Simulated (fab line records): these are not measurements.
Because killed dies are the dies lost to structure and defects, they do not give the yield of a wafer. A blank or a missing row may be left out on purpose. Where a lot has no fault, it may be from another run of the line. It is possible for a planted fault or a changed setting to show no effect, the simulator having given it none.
Split-lot trial ; flow n5 finfet ; route with 1938 steps; 7 lots, 39 wafers read

THE SPLIT
At N5_MOL_CONTACT_COAG_ALD_123 (deposits SiNx, target thk 5 nm, pulse time 1 s, purge time 2 s), the setting ald cycles was moved away from the recipe's 100 on 12 of the 39 wafers read, by -15.0% to +16.0%. For the rest of the wafers, this setting stayed at what the recipe calls for.

FROM THE SPLIT TO THE READING: what the file shows between them, 5 steps
- N5_MOL_CONTACT_COAG_ETCHBACK_135: etches SiO2 in CHF3, target depth 25 nm, time 16.7 s (also split here: target depth a)
- N5_MOL_CONTACT_COAG_STRIP_118: strips in CHF3
- N5_MOL_CONTACT_COAG_VIA_ETCH_46: etches SiO2 in C4F6/O2, target depth 46 nm, overetch 9.2 nm, time 40 s
- N5_MOL_CONTACT_COAG_STRIP_120: strips in CHF3
- N5_MOL_CONTACT_COAG_VIA_ETCH_117: etches SiO2 in C4F6/O2, target depth 40 nm, overetch 8 nm, time 26 s

THE READING
etch.depth nm (the simulator's own value, which no gauge read), in nm, at N5_MOL_CONTACT_COAG_ETCH_124 (etches SiNx in CH3F/O2, stops on SiOC, target depth 6.5 nm). The file gives no usual value for it. Average 5.013 nm, standard deviation 0.022 nm, over the 27 wafers here run with the recipe.

wafer;tool, chamber at the split;ald cycles as run;against the recipe;etch.depth nm, nm;against lot-mates on the recipe
L077.1;ald sin-04, 1,2,3;116;+16.0%;5.786;+0.803
L077.2;ald sin-04, 1,2,3;116;+16.0%;5.789;+0.806
L077.3;ald sin-04, 0,2,1;100;recipe;4.984;-
L077.4;ald sin-04, 1,2,3;116;+16.0%;5.795;+0.812
L077.5;ald sin-04, 0,2,1;100;recipe;4.961;-
L077.6;ald sin-04, 0,2,1;100;recipe;5.005;-
L083.1;ald sin-03, 1,3,2;88;-12.0%;4.424;-0.603
L083.2;ald sin-03, 3,2,1;100;recipe;5.047;-
L083.3;ald sin-03, 3,2,1;100;recipe;5.013;-
L083.4;ald sin-03, 3,2,1;100;recipe;5.021;-
L083.5;ald sin-03, 1,3,2;88;-12.0%;4.429;-0.598
L083.6;ald sin-03, 1,3,2;88;-12.0%;4.388;-0.639
L085.1;ald sin-04, 3,0,2;100;recipe;5.04;-
L085.2;ald sin-04, 1,2,3;88;-12.0%;4.423;-0.597
L085.3;ald sin-04, 1,2,3;88;-12.0%;4.406;-0.614
L085.4;ald sin-04, 3,0,2;100;recipe;4.986;-
L085.5;ald sin-04, 1,2,3;88;-12.0%;4.421;-0.599
L085.6;ald sin-04, 3,0,2;100;recipe;5.034;-
L089.1;ald sin-03, 1,0,3,2,2,3;100;recipe;5.018;-
L089.2;ald sin-03, 1,0,3,2,2,3;100;recipe;5.024;-
L089.3;ald sin-03, 1,0,3,2,2,3;100;recipe;5.026;-
L089.4;ald sin-03, 1,0,3,2,2,3;100;recipe;5.01;-
L089.5;ald sin-03, 1,0,3,2,2,3;100;recipe;5.004;-
L089.6;ald sin-03, 1,0,3,2,2,3;100;recipe;5.016;-
L091.1;ald sin-03, 0,2,1,3,0,1;100;recipe;5.018;-
L091.2;ald sin-03, 0,2,1,3,0,1;100;recipe;5.031;-
L091.3;ald sin-03, 0,2,1,3,0,1;100;recipe;5.041;-
L091.4;ald sin-03, 0,2,1,3,0,1;100;recipe;5.035;-
L091.5;ald sin-03, 0,2,1,3,0,1;100;recipe;4.994;-
L091.6;ald sin-03, 0,2,1,3,0,1;100;recipe;5.044;-
L093.1;ald sin-04, 1,3,2;100;recipe;5;-
L093.2;ald sin-04, 1,3,2;100;recipe;5.029;-
L093.3;ald sin-04, 1,3,2;100;recipe;4.983;-
L093.4;ald sin-04, 0,2,1;85;-15.0%;4.233;-0.771
L093.5;ald sin-04, 0,2,1;85;-15.0%;4.232;-0.772
L093.6;ald sin-04, 0,2,1;85;-15.0%;4.239;-0.765
L096.1;ald sin-02, 1,2,1;100;recipe;4.997;-
L096.5;ald sin-02, 1,2,1;100;recipe;4.986;-
L096.6;ald sin-02, 1,2,1;100;recipe;4.995;-
Where a row lists several chambers, the file gives one row for several wafers and doesn't say which wafer went through which chamber.

THE FIT
A straight line over all 39 wafers: etch.depth nm changes by +0.0499 nm for each +1% of ald cycles; r = +1.00; the points scatter about the line by 0.022 nm.
The same after taking each lot's own level away (the mean of its wafers on the recipe; 39 wafers): +0.0507 nm for each +1%; r = +1.00; scatter 0.015 nm.
That fit puts the effect of the largest move of ald cycles on the reading at 0.81 nm.
The span of the lots' own levels, 4.9833 to 5.0272 nm, comes to 2.0 times the standard deviation stated above.
So the lot-to-lot level changes the slope little: the two slopes agree.
Check: with one of the wafers moved furthest among these (+16.0%) left out of the fit, the line predicts +0.813 nm for it against its lot-mates. Against them it came out at +0.803 nm.

FURTHER SPLITS ON THESE WAFERS
These wafers also went through other splits before the reading. Each is held against what the fit with the lots' levels taken away leaves over:
other split on the same wafers;wafers away from the commonest value;r with etch.depth nm (lot level and that fit taken away)
N5_WELL_APT_EXPOSE_22 dose mj;15;+0.05
N5_FIN_CUT_EXPOSE_05 dose mj;9;+0.07
N5_DUMMY_GATE_EXPOSE_12 dose mj;18;-0.20
N5_DUMMY_GATE_ETCH_31 target depth a;12;-0.01
N5_HKMG_FIN_ETCH_31 bias w;15;-0.13
N5_MOL_CONTACT_COAG_ETCHBACK_135 target depth a;9;+0.15

THE WHOLE CHAIN: every reading that the file lists as answering this split, in the file's order
step;what it does;reading;change (the file's fit);r (the file's)
N5_MOL_CONTACT_COAG_ALD_123;deposits SiNx, target thk 5 nm, pulse time 1 s, purge time 2 s;SiNx_of_MOL_CONTACT_COAG_ALD_123.thk nm (the simulator's own value, which no gauge read);+0.051 nm for each +1% of the setting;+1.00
N5_MOL_CONTACT_COAG_ETCH_124;etches SiNx in CH3F/O2, stops on SiOC, target depth 6.5 nm;etch.depth nm (the simulator's own value, which no gauge read);+0.0508 nm for each +1% of the setting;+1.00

THE FILE'S OWN FIT
etch.depth nm changes by +0.0508 nm for each +1% of ald cycles, r = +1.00.
